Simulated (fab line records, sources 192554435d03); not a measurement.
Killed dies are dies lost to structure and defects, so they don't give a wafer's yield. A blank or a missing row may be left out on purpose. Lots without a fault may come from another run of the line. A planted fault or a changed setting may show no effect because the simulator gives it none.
Split-lot experiment | flow n5_finfet | 7 lots, 39 wafers read, on a route of 1938 steps

THE SPLIT
At N5_DUMMY_GATE_ETCH_37 (etches SOC in N2/H2, target depth 60 nm, overetch 30 nm), the setting source_w was moved away from the recipe's 840 W on 12 of the 39 wafers read, by -9.3% to +12.5%. The other wafers ran this setting at the recipe's value.

The reading is taken at the split's own step.

THE READING
rf_vpp_V, in V, at N5_DUMMY_GATE_ETCH_37 (etches SOC in N2/H2, target depth 60 nm, overetch 30 nm). Fault-free wafers of this fab line usually give 524 V, standard deviation 3 V.

wafer  | tool, chamber at the split | source_w as run, W | against the recipe | rf_vpp_V, V | against lot-mates on the recipe
L076.1 | rie_diel-02, 1             | 840                | recipe             | 520         | -
L076.2 | rie_diel-02, 2             | 840                | recipe             | 517         | -
L076.3 | rie_diel-02, 3             | 840                | recipe             | 527         | -
L076.4 | rie_diel-02, 3             | 840                | recipe             | 526         | -
L076.5 | rie_diel-02, 1             | 840                | recipe             | 522         | -
L076.6 | rie_diel-02, 2             | 840                | recipe             | 519         | -
L077.1 | rie_diel-02, 1             | 840                | recipe             | 522         | -
L077.2 | rie_diel-02, 2             | 891.2              | +6.1%              | 507         | -17
L077.3 | rie_diel-02, 3             | 840                | recipe             | 527         | -
L077.4 | rie_diel-02, 2             | 891.2              | +6.1%              | 508         | -16
L077.5 | rie_diel-02, 1             | 840                | recipe             | 522         | -
L077.6 | rie_diel-02, 3             | 891.2              | +6.1%              | 518         | -6
L081.1 | rie_diel-03, 0             | 840                | recipe             | 524         | -
L081.2 | rie_diel-03, 3             | 945.4              | +12.5%             | 508         | -18
L081.3 | rie_diel-03, 2             | 840                | recipe             | 528         | -
L081.4 | rie_diel-03, 1             | 840                | recipe             | 527         | -
L081.5 | rie_diel-03, 3             | 945.4              | +12.5%             | 508         | -18
L081.6 | rie_diel-03, 0             | 945.4              | +12.5%             | 506         | -20
L083.1 | rie_diel-06, 3             | 840                | recipe             | 524         | -
L083.2 | rie_diel-06, 2             | 840                | recipe             | 525         | -
L083.3 | rie_diel-06, 1             | 840                | recipe             | 527         | -
L083.4 | rie_diel-06, 0             | 840                | recipe             | 525         | -
L083.5 | rie_diel-06, 0             | 840                | recipe             | 525         | -
L083.6 | rie_diel-06, 1             | 840                | recipe             | 527         | -
L086.1 | rie_diel-03, 0             | 762                | -9.3%              | 542         | +14
L086.2 | rie_diel-03, 1             | 762                | -9.3%              | 544         | +16
L086.3 | rie_diel-03, 2             | 840                | recipe             | 527         | -
L086.4 | rie_diel-03, 3             | 762                | -9.3%              | 547         | +19
L086.5 | rie_diel-03, 2             | 840                | recipe             | 528         | -
L086.6 | rie_diel-03, 3             | 840                | recipe             | 528         | -
L090.1 | rie_diel-03, 1             | 840                | recipe             | 526         | -
L090.2 | rie_diel-03, 3             | 925.7              | +10.2%             | 513         | -14
L090.3 | rie_diel-03, 0             | 925.7              | +10.2%             | 508         | -19
L090.4 | rie_diel-03, 2             | 840                | recipe             | 526         | -
L090.5 | rie_diel-03, 1             | 925.7              | +10.2%             | 508         | -19
L090.6 | rie_diel-03, 2             | 840                | recipe             | 528         | -
L097.1 | rie_diel-06, 0             | 840                | recipe             | 524         | -
L097.3 | rie_diel-06, 3             | 840                | recipe             | 522         | -
L097.6 | rie_diel-06, 0             | 840                | recipe             | 524         | -

THE FIT
A straight line over all 39 wafers: rf_vpp_V changes by -1.68 V for each +1% of source_w; r = -0.93; the points scatter about the line by 3.5 V.
The same after taking each lot's own level away (the mean of its wafers on the recipe; 39 wafers): -1.68 V for each +1%; r = -0.96; scatter 2.6 V.
On that fit, the largest move of source_w shifts the reading by 21 V.
The lots' own levels span 521.8 to 527.7 V, that is 1.9 times the standard deviation above.
So the lot-to-lot level changes the slope little: the two slopes agree.
Check: with one of the wafers moved furthest among these (+12.5%) left out of the fit, the line predicts -21.4 V for it against its lot-mates. It came out at -18.3 V against them.
Tool readings at the split's step, against how far the setting was moved: rf_vpp_V r = -0.93.

OTHER SPLITS ON THESE WAFERS
These wafers also went through other splits before the reading. Each is held against what the fit with the lots' levels taken away leaves over:
other split on the same wafers          | wafers away from the commonest value | r with rf_vpp_V (lot level and that fit taken away)
N5_FIN_SAQP_SPACER2_ALD_28 target_thk_a | 15                                   | +0.09

THE FILE'S OWN FIT
rf_vpp_V changes by -1.69 V for each +1% of source_w, r = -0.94.
